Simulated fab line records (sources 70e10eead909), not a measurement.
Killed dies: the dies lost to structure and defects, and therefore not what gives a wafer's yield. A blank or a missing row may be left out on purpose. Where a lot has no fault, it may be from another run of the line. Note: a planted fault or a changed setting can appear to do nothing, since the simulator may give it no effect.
fab line records	flow nand_harc
record: lots: 14	wafers: 42	last_day: 25
route steps=1159 shown A_STAIRCASE@629
lots that met no fault: taken from a fault-free run of the same line
start_h: hours from the record's first day to the start of the lot's first wafer shown	wait_h: time in hours since the lot's previous step	" repeats the value in the row above	L1.1+2: a row that stands for several wafers	- no value, or no start was given	* or withheld: withheld	< > ~ a bound
route shown NAME@n: a module of which the file shows steps, and the number in the route of the first	usual: the fault-free wafers' mean and standard deviation	same: alike in all rows	chamber/n: place in a boat	sites: readings site by site	_std_site: how widely they spread, as a standard deviation	_edge_site: inner sites' mean taken away from outer sites' mean	radius_mm: for every site, how far away it sits from the centre of the wafer	mask NAME#n: copy n	behind: the tool/chamber that last shaped the wafer	hold: why the lot went on hold/how many hours it stayed there/how the hold came to an end	device: which transistor (n, p or np) failed to switch	end of line: the route-end tests of the same wafers	a step without rows: its recipe alone	killed: count of dies lost to structure and defects at first sort (not the wafer's yield)	map: a wafer's dies, marking killed ones x, the rest . and places with no die _
set.NAME: the run value of the setting; set.NAME@STEP: its run value at that earlier step	model.NAME: the simulator's own value behind a step, which no gauge read
route steps across a sampled set of lots; one table per step, one row per wafer
services: from which hour (start_h, from the record's first day; less than 0 if before it) a tool's chamber was out of use, for how many hours, and why
== steps ==
step: NHARC_A_STAIRCASE_TRIM_235
recipe: time_s: 211.2	o2_flow_sccm: 500	ar_flow_sccm: 0	bias_w: 0	chemistry: O2
usual: drypump_motor_current_A: 5.7/0.31	oes_product_au: 0.997/0.01	rf_vpp_V: 57.9/0.87	showerhead_plenum_p_Torr: 3.59/0.11	throttle_valve_pct: 17.034/0.009
lot.wafer	tool	chamber	start_h	wait_h	drypump_motor_current_A	oes_product_au	rf_hours_counter_h	rf_vpp_V	showerhead_plenum_p_Torr	throttle_valve_pct
L553.1	rie_diel-08	0	-	-	5.2	1.008	44	56.9	3.48	17.021
L553.2	"	1	"	"	5.7	0.987	41	58.2	3.73	17.039
L553.5	"	2	"	"	5.5	0.998	-	58.6	3.71	17.028
L555.1	rie_diel-12	3	-	-	5.2	0.999	13	58.4	3.72	17.041
L555.5	"	2	"	"	5.6	0.994	-	58.6	3.76	17.025
L555.6	"	3	"	"	5.2	0.998	-	59.4	3.71	17.046
L561.2	rie_diel-08	1	-	-	5.7	1.004	50	59.6	3.72	17.031
L561.3	"	0	"	"	5.2	1.024	55	57.0	3.47	17.042
L561.5	"	2	"	"	5.5	0.991	-	58.4	3.70	17.031
L563.1	rie_diel-04	0	-	-	5.6	0.999	1	58.2	3.57	17.022
L563.4	"	1	"	"	5.6	1.003	1	58.9	3.63	17.019
L563.6	"	3	"	"	5.8	1.021	-	57.3	3.50	17.036
L564.3	rie_diel-04	2	-	-	6.2	0.995	8	57.7	3.54	17.029
L564.2	"	0	"	"	5.6	0.988	11	58.1	3.56	17.047
L564.6	"	3	"	"	5.8	1.010	-	58.3	3.50	17.025
L566.3	rie_diel-12	3	-	-	5.2	0.985	41	56.2	3.70	17.044
L566.1	"	0	"	"	5.7	0.995	36	57.1	3.43	17.037
L566.5	"	3	"	"	5.2	0.987	-	58.4	3.70	17.029
L567.3	rie_diel-12	2	-	-	5.5	0.986	42	58.9	3.75	17.030
L567.5	"	1	"	"	6.0	0.983	-	58.4	3.44	17.050
L567.6	"	2	"	"	5.5	0.982	-	57.7	3.75	17.011
L568.3	rie_diel-12	3	-	-	5.2	0.984	45	57.9	3.70	17.022
L568.1	"	0	"	"	5.6	0.990	40	58.7	3.43	17.040
L568.6	"	1	"	"	6.0	0.984	-	56.6	3.44	17.049
L571.4	rie_diel-12	0	-	-	5.6	0.986	46	56.8	3.43	17.029
L571.2	"	1	"	"	6.0	0.982	49	57.6	3.44	17.026
L571.5	"	3	"	"	5.2	0.993	-	57.9	3.69	17.024
L572.4	rie_diel-08	2	-	-	5.5	1.012	12	57.7	3.69	17.043
L572.5	"	3	"	"	6.2	1.007	-	58.4	3.64	17.032
L572.6	"	0	"	"	5.2	1.015	-	56.7	3.46	17.029
L569.2	rie_diel-12	0	-	-	5.7	1.007	48	58.6	3.43	17.030
L569.1	"	1	"	"	6.0	0.995	52	57.1	3.44	17.034
L569.6	"	0	"	"	5.6	1.009	-	58.2	3.43	17.039
L574.4	rie_diel-12	0	-	-	5.6	0.999	54	57.8	3.42	17.031
L574.2	"	1	"	"	6.0	0.992	57	57.3	3.43	17.043
L574.1	"	3	"	"	5.2	0.994	57	58.5	3.69	17.037
L573.4	rie_diel-08	2	-	-	5.5	0.991	19	58.4	3.69	17.024
L573.3	"	0	"	"	5.2	1.012	25	58.1	3.45	17.038
L573.5	"	3	"	"	6.2	1.003	-	57.5	3.64	17.030
L575.3	rie_diel-08	2	-	-	5.5	0.990	26	59.4	3.69	17.037
L575.6	"	0	"	"	5.2	1.015	-	57.0	3.45	17.022
L575.5	"	1	"	"	5.7	1.003	-	59.8	3.70	17.032
step: NHARC_A_STAIRCASE_ETCH_236
recipe: target_depth_a: 1000	time_s: 40.5	ion_energy_ev: 400	c4f8_flow_sccm: 20	o2_flow_sccm: 10	ar_flow_sccm: withheld	rf_w: 600	bias_w: 1000	chemistry: C4F8/O2
usual: oes_product_au: 0.941/0.011	rf_fwd_power_W: 591.6/2.9	rf_vpp_V: 898/4.1
lot.wafer	tool	chamber	start_h	wait_h	oes_product_au	rf_fwd_power_W	rf_hours_counter_h	rf_vpp_V
L553.2	rie_diel-08	2	-	-	0.932	593.1	45	901
L553.1	"	1	"	"	0.932	588.9	41	904
L553.5	"	3	"	"	0.931	587.9	-	900
L555.1	rie_diel-12	3	-	-	0.940	590.5	15	904
L555.5	"	2	"	"	0.911	593.4	-	904
L555.6	"	3	"	"	0.940	590.9	-	903
L561.2	rie_diel-08	1	-	-	0.948	589.1	51	904
L561.3	"	2	"	"	0.939	592.3	56	902
L561.5	"	3	"	"	0.937	592.0	-	899
L563.4	rie_diel-04	0	-	-	0.944	592.1	1	898
L563.1	"	2	"	"	0.937	592.9	1	898
L563.6	"	0	"	"	0.950	594.3	-	897
L564.2	rie_diel-04	2	-	-	0.953	593.1	8	897
L564.3	"	3	"	"	0.959	588.3	10	895
L564.6	"	2	"	"	0.945	594.1	-	895
L566.3	rie_diel-12	3	-	-	0.933	591.7	41	902
L566.1	"	0	"	"	0.931	590.5	36	892
L566.5	"	3	"	"	0.928	593.0	-	902
L567.3	rie_diel-12	0	-	-	0.924	588.3	37	892
L567.5	"	3	"	"	0.931	588.6	-	903
L567.6	"	0	"	"	0.924	587.5	-	892
L568.3	rie_diel-12	1	-	-	0.932	593.4	45	892
L568.1	"	3	"	"	0.941	592.1	45	903
L568.6	"	0	"	"	0.940	589.5	-	892
L571.4	rie_diel-12	0	-	-	0.938	590.5	46	892
L571.2	"	1	"	"	0.948	590.2	49	893
L571.5	"	3	"	"	0.930	588.6	-	901
L572.4	rie_diel-08	3	-	-	0.943	590.3	17	898
L572.5	"	2	"	"	0.950	589.4	-	903
L572.6	"	3	"	"	0.939	591.3	-	901
L569.2	rie_diel-12	1	-	-	0.929	592.7	52	893
L569.1	"	2	"	"	0.946	592.4	53	903
L569.6	"	1	"	"	0.938	592.4	-	893
L574.2	rie_diel-12	0	-	-	0.941	589.4	54	892
L574.1	"	1	"	"	0.931	591.1	58	894
L574.4	"	3	"	"	0.927	591.0	57	902
L573.3	rie_diel-08	0	-	-	0.950	584.8	25	894
L573.4	"	1	"	"	0.956	584.6	21	902
L573.5	"	3	"	"	0.938	593.8	-	900
L575.3	rie_diel-08	1	-	-	0.938	587.9	27	901
L575.6	"	1	"	"	0.934	588.6	-	904
L575.5	"	2	"	"	0.929	588.8	-	901
step: NHARC_A_STAIRCASE_HM_DEP_462
recipe: target_thk_a: 8000	temp_c: 400	material: aC
usual: throttle_valve_pct: 35.000/0.009
lot.wafer	tool	chamber	start_h	wait_h	throttle_valve_pct
L553.1	acl_dep-02	0	264.55	0.1	35.003
L553.2	"	0	"	"	35.004
L553.5	"	0	"	"	34.998
L555.1	acl_dep-03	0	268.08	0.1	35.003
L555.5	"	0	269.30	1.3	35.016
L555.6	"	0	"	"	34.998
L561.2	acl_dep-03	0	300.01	2.7	34.977
L561.3	"	0	"	"	35.000
L561.5	"	0	"	"	35.010
L563.1	acl_dep-03	0	312.92	0.7	34.987
L563.4	"	0	"	"	34.987
L563.6	"	0	"	"	34.997
L564.2	acl_dep-03	0	337.02	0.8	34.999
L564.3	"	0	"	"	34.987
L564.6	"	0	"	"	34.992
L566.1	acl_dep-01	0	340.29	2.8	35.018
L566.3	"	0	"	"	35.014
L566.5	"	0	"	"	35.009
L567.3	acl_dep-03	0	341.09	2.3	34.995
L567.5	"	0	"	"	35.003
L567.6	"	0	"	"	35.011
L568.1	acl_dep-02	0	348.44	0.1	34.990
L568.3	"	0	"	"	34.993
L568.6	"	0	"	"	35.007
L571.2	acl_dep-01	0	361.14	3.0	35.008
L571.4	"	0	"	"	35.003
L571.5	"	0	"	"	34.995
L572.4	acl_dep-01	0	363.59	3.7	35.000
L572.5	"	0	"	"	34.990
L572.6	"	0	"	"	35.006
L569.1	acl_dep-02	0	364.52	1.3	34.982
L569.2	"	0	"	"	35.005
L569.6	"	0	366.06	2.9	34.979
L574.1	acl_dep-01	0	378.49	0.1	35.009
L574.2	"	0	"	"	34.994
L574.4	"	0	"	"	34.992
L573.3	acl_dep-03	0	380.87	0.7	34.997
L573.4	"	0	"	"	35.004
L573.5	"	0	"	"	35.001
L575.3	acl_dep-03	0	399.01	2.0	34.999
L575.5	"	0	"	"	35.000
L575.6	"	0	"	"	34.996
step: NHARC_A_STAIRCASE_DEVELOP_309
recipe: time_s: 140
usual: chill_plate_temp_C: 23.00/0.11	exhaust_pa: 45.0/0.92
lot.wafer	tool	chamber	start_h	wait_h	chill_plate_temp_C	exhaust_pa
L553.1	litho_track-03	0	267	-	22.97	45.8
L553.2	"	0	"	"	23.06	44.9
L553.5	"	0	"	"	23.09	44.9
L555.1	litho_track-07	0	270	-	23.14	44.5
L555.5	"	0	"	"	23.13	45.0
L555.6	"	0	"	"	23.22	44.3
L561.2	litho_track-03	0	302	-	22.92	44.7
L561.3	"	0	"	"	22.93	44.1
L561.5	"	0	"	"	23.06	43.7
L563.1	litho_track-07	-	315	-	-	-
L563.4	"	-	"	"	-	-
L563.6	"	-	"	"	-	-
L564.2	litho_track-03	-	339	-	-	-
L564.3	"	-	"	"	-	-
L564.6	"	-	"	"	-	-
L566.1	litho_track-07	0	342	-	22.95	44.9
L566.3	"	0	"	"	23.03	44.7
L566.5	"	0	"	"	22.81	44.1
L567.3	litho_track-03	0	342	-	23.06	44.5
L567.5	"	0	"	"	23.03	45.4
L567.6	"	0	"	"	23.11	45.9
L568.1	litho_track-07	0	350	-	22.83	45.5
L568.3	"	0	"	"	22.74	46.7
L568.6	"	0	"	"	22.99	46.0
L571.2	litho_track-05	0	363	-	22.99	44.0
L571.4	"	0	"	"	23.14	45.6
L571.5	"	0	"	"	23.20	45.1
L572.4	litho_track-03	0	365	-	23.09	45.0
L572.5	"	0	"	"	23.19	45.1
L572.6	"	0	"	"	23.02	44.3
L569.1	litho_track-03	0	367	-	22.96	46.3
L569.2	"	0	"	"	22.95	46.3
L569.6	"	0	"	"	22.82	44.4
L574.1	litho_track-07	0	381	-	22.97	45.2
L574.2	"	0	"	"	23.09	44.6
L574.4	"	0	"	"	22.80	45.3
L573.3	litho_track-05	0	382	-	23.02	44.7
L573.4	"	0	"	"	23.13	44.8
L573.5	"	0	"	"	22.91	45.5
L575.3	litho_track-03	0	400	-	22.97	45.2
L575.5	"	0	"	"	23.01	44.1
L575.6	"	0	"	"	23.03	44.7
== services ==
tool	chamber	start_h	hours	kind
rie_diel-12	1	235.84	2.4	repair
rie_diel-12	0	235.94	-	clean
rie_diel-12	2	235.94	-	clean
rie_diel-12	3	235.94	-	clean
litho_track-05	-	237.00	7.0	pm
rie_diel-12	0	245.72	8.6	repair
rie_diel-12	0	260.44	-	clean
rie_diel-12	1	260.44	-	clean
rie_diel-12	2	260.44	-	clean
rie_diel-12	3	260.44	-	clean
rie_diel-12	0	285.58	-	clean
rie_diel-12	1	285.58	-	clean
rie_diel-12	2	285.58	-	clean
rie_diel-12	3	285.58	-	clean
rie_diel-04	-	288.92	9.0	pm
acl_dep-01	-	296.78	13.0	pm
rie_diel-08	-	301.86	9.0	pm
rie_diel-12	0	310.08	-	clean
rie_diel-08	-	312.16	1.9	repair
rie_diel-08	1	338.56	8.3	repair
acl_dep-02	-	350.25	13.0	pm
litho_track-07	-	364.00	7.0	pm
rie_diel-12	-	379.46	9.0	pm
litho_track-03	-	388.00	7.0	pm
== key ==
first_sign: step: NHARC_A_STAIRCASE_DEVELOP_309	reading: tool_record	direction: missing
effect none on later readings
met_at NHARC_A_STAIRCASE_DEVELOP_309
struck_lots L563,L564
later_rows_left_out L563.1,L563.4,L563.6,L564.2,L564.3,L564.6
sort_left_out L563.1,L563.4,L563.6,L564.2,L564.3,L564.6
tester_left_out L563,L564
not_acting_at NHARC_A_STAIRCASE_TRIM_235,NHARC_A_STAIRCASE_ETCH_236,NHARC_A_STAIRCASE_HM_DEP_462
onset_between 302 315
fault: kind: skipped_step_whole	tool: litho_track-03,litho_track-07	chamber: -	onset_h: 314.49	steps: NHARC_A_STAIRCASE_DEVELOP_309	scope: struck_lots_only
tester_left_out: of these lots the tester's yield and bins aren't shown, on N5 and GAA mostly nor the transistor test; their killed dies are dies lost to structure and defects alone, not to doping, threshold or leakage, so they don't give the yield
sort_left_out: the simulated sort isn't trusted on such a fault, so these wafers' sort isn't shown, and their yield isn't known
later_rows_left_out: the simulator's readings of these wafers behind a module that went badly wrong aren't trusted and aren't shown, but for the sort
